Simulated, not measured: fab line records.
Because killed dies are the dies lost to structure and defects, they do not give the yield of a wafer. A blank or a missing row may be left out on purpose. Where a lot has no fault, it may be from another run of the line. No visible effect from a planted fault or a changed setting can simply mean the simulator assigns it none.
A single fault, viewed from 2 desks / flow n5Finfet / each desk holds nothing but its own numbers, with what lay behind them at the end

== AT THE TOOL OWNER'S DESK: vaporEtch-02 ==
The tool's own readings at N5_STI_FIN_REVEAL_RECESS_09 (chemistry HF/NH3, target SiO2, afs cycles 11, target depth 42.5 nm, sublimation time 60 s): means of the sampled wafers that have a number, for each lot that ran on this tool. The brackets show how far a lot's mean lies from the usual mean; more than 4 standard deviations puts the lot out of limits, marked OUT.
Columns: A = drypumpMotorCurrentA at N5_STI_FIN_REVEAL_RECESS_09, usual 5.6 A
lot=L659; first seen here=day 2 22:13; A=5.7
lot=L663; first seen here=day 4 00:29; A=5.7
lot=L670; first seen here=day 5 14:43; A=5.3
lot=L671; first seen here=day 5 21:04; A=5.3
lot=L673; first seen here=day 6 10:34; A=5.7
Finding of this desk: none of the 5 lots has anything out of limits.

== AT THE METROLOGY DESK ==
Means of the sampled wafers that have a number, per lot and without regard to the tool the lot ran on: this is what the gauges read. The brackets show how far a lot's mean lies from the usual mean; more than 4 standard deviations puts the lot out of limits, marked OUT. 7 of its 12 readings are shown: the first one out of limits and those lying furthest out on some lot.
Columns: A = cdNm at N5_STI_FIN_REVEAL_CD_MEAS_22, usual 6.4 nm; B = trenchDepthNm at N5_STI_FIN_REVEAL_FIN_H_MEAS_10, usual 51.7 nm; C = ION_N at N5_BEOL_M4_RC_MEAS_101, usual 674 uA/um; D = ION_P at N5_BEOL_M4_RC_MEAS_101, usual 462 uA/um; E = SS_N at N5_BEOL_M4_RC_MEAS_101, usual 71.6 mV/dec; F = SS_P at N5_BEOL_M4_RC_MEAS_101, usual 73.2 mV/dec; G = VT_N at N5_BEOL_M4_RC_MEAS_101, usual 249 mV
lot=L657; first seen here=day 2 11:27; A=6.4; B=51.5; C=669; D=464; E=71.6; F=73.4; G=249
lot=L659; first seen here=day 3 01:21; A=5.9; B=52.6; C=668; D=459; E=71.8; F=72.7; G=254
lot=L662; first seen here=day 3 18:31; A=6.3; B=51.5; C=678; D=461; E=72.4; F=74.0; G=248
lot=L663; first seen here=day 4 03:12; A=6.1; B=51.9; C=668; D=451; E=70.7; F=72.9; G=249
lot=L668; first seen here=day 5 09:08; A=6.5; B=51.0; C=663; D=462; E=71.4; F=72.8; G=252
lot=L670; first seen here=day 5 17:25; A=6.2; B=51.8; C=660; D=453; E=71.5; F=72.4; G=252
lot=L671; first seen here=day 5 23:44; A=6.5; B=59.2 (+8.8) OUT; C=690; D=469; E=71.5; F=73.6; G=245
lot=L672; first seen here=day 6 06:25; A=6.5; B=51.9; C=675; D=459; E=71.2; F=73.2; G=247
lot=L673; first seen here=day 6 12:43; A=6.4; B=64.4 (+15) OUT; C=662; D=455; E=70.9; F=73.2; G=251
lot=L677; first seen here=day 7 12:44; A=6.2; B=52.0; C=674; D=462; E=71.6; F=74.3; G=248
This desk's verdict: out of limits on L671, L673, starting with L671 at day 5 23:46 (trenchDepthNm at N5_STI_FIN_REVEAL_FIN_H_MEAS_10). In limits: L657, L659, L662, L663, L668, L670, L672, L677.

== PUT TOGETHER ==
At day 5 23:46 the metrology desk could have sounded an alarm, on L671, L673.
The desk of the tool owner found nothing out of limits.
Tool owner's desk: L671, L673 on record, inside its limits.
The lots listed all ran N5_STI_FIN_REVEAL_RECESS_09 on vaporEtch-02.

== WHAT HAD BEEN PUT IN BY THE SIMULATOR ==
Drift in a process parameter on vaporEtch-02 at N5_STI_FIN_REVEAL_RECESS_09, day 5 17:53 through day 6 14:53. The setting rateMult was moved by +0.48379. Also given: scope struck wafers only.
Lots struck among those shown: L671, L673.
Delay in hours, fault start to first out-of-limits reading, per desk: metrology desk 6.
